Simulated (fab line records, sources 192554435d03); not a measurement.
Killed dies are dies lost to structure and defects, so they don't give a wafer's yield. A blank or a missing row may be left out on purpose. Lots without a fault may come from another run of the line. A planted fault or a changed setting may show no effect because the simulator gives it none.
Which tool did it? | flow n5_finfet | 7 lots, 21 wafers sampled, at 4 steps of a route of 1938

WHAT THE GAUGES READ, wafer by wafer
N5_FIN_SAQP_THK_MEAS_05.
lot  | measured    | on            | thk_nm (nm)
L205 | day 2 02:47 | film_metro-01 | 37.4 37.9 37.7
L209 | day 3 03:28 | film_metro-02 | 38.8 38.0 38.8
L218 | day 5 13:21 | film_metro-02 | 37.8 38.3 14.5
L220 | day 5 22:48 | film_metro-01 | 37.7 14.1 38.2
L222 | day 6 08:48 | film_metro-01 | 38.1 38.5 38.6
L225 | day 7 04:55 | film_metro-01 | 38.2 38.7 38.5
L227 | day 7 18:29 | film_metro-02 | 37.7 38.1 37.5

WHICH TOOL RAN EACH LOT (tool, then ch and the chambers of the sampled wafers, then the start)
lot  | N5_WELL_APT_EPI_41             | N5_PMOS_HMC_CHANNEL_EPI_CMP_21 | N5_FIN_SAQP_HM_DEP_03
L205 | epi_rpcvd-01 ch 0, day 1 21:57 | cmp-01 ch 1,2,3, day 2 01:02   | pecvd-01 ch 0,1,2, day 2 02:42
L209 | epi_rpcvd-04 ch 0, day 2 22:23 | cmp-02 ch 0,3, day 3 01:43     | pecvd-02 ch 0,1,2, day 3 03:22
L218 | epi_rpcvd-01 ch 0, day 5 05:09 | cmp-04 ch 0,1, day 5 11:25     | pecvd-02 ch 0,1, day 5 13:16
L220 | epi_rpcvd-04 ch 0, day 5 16:45 | cmp-02 ch 1,2, day 5 21:14     | pecvd-02 ch 0,2, day 5 22:43
L222 | epi_rpcvd-02 ch 0, day 6 04:12 | cmp-04 ch 0,3, day 6 07:24     | pecvd-01 ch 0,2, day 6 08:43
L225 | epi_rpcvd-01 ch 0, day 6 22:57 | cmp-01 ch 0,1,2, day 7 03:23   | pecvd-01 ch 0,1, day 7 04:49
L227 | epi_rpcvd-01 ch 0, day 7 10:16 | cmp-02 ch 0,1,2, day 7 16:05   | pecvd-03 ch 0,1,2, day 7 18:24
- N5_WELL_APT_EPI_41: deposits Si from SiH4/H2, target thk 50 nm, time 297.7 s.
- N5_PMOS_HMC_CHANNEL_EPI_CMP_21: polishes SiGe30, target thk 54 nm.
- N5_FIN_SAQP_HM_DEP_03: deposits SiNx from SiH4/NH3/N2, target thk 38 nm, time 33.6 s.

THE ANSWER, worked out from the rows above alone
Rule: what is usual is taken from the lots themselves. Put in order of their means at a reading, lots are off if they are a third of the lots or fewer, leave a main group of 4 or more, and stand apart from it by a gap of 3 or more times the standard deviation of the main group's means; of several such gaps the widest counts. A main group whose means are all the same, to the digits that the tables above print for the reading, isn't used. A lot without any number at a reading at which 4 lots or more have one is off too. The other lots that the step has rows for count as sound.
Off: L218, L220, at N5_FIN_SAQP_THK_MEAS_05 (thk_nm). The main group: mean 38.2 nm, standard deviation 0.37.
A tool fits if, at a process step before that reading, it ran every lot that is off, and no sound lot after the first of them. The gauges at N5_FIN_SAQP_THK_MEAS_05 are tried like those tools. One fits: pecvd-02 at N5_FIN_SAQP_HM_DEP_03. Its last sound lot is L209 (day 3 03:22), its first lot that is off L218 (day 5 13:16): a fault that began between those two fits.

WHAT THE SIMULATOR HAD PUT IN
Process parameter drift: pecvd-02, from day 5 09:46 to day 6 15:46, at N5_FIN_SAQP_HM_DEP_03. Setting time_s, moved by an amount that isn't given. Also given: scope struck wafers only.
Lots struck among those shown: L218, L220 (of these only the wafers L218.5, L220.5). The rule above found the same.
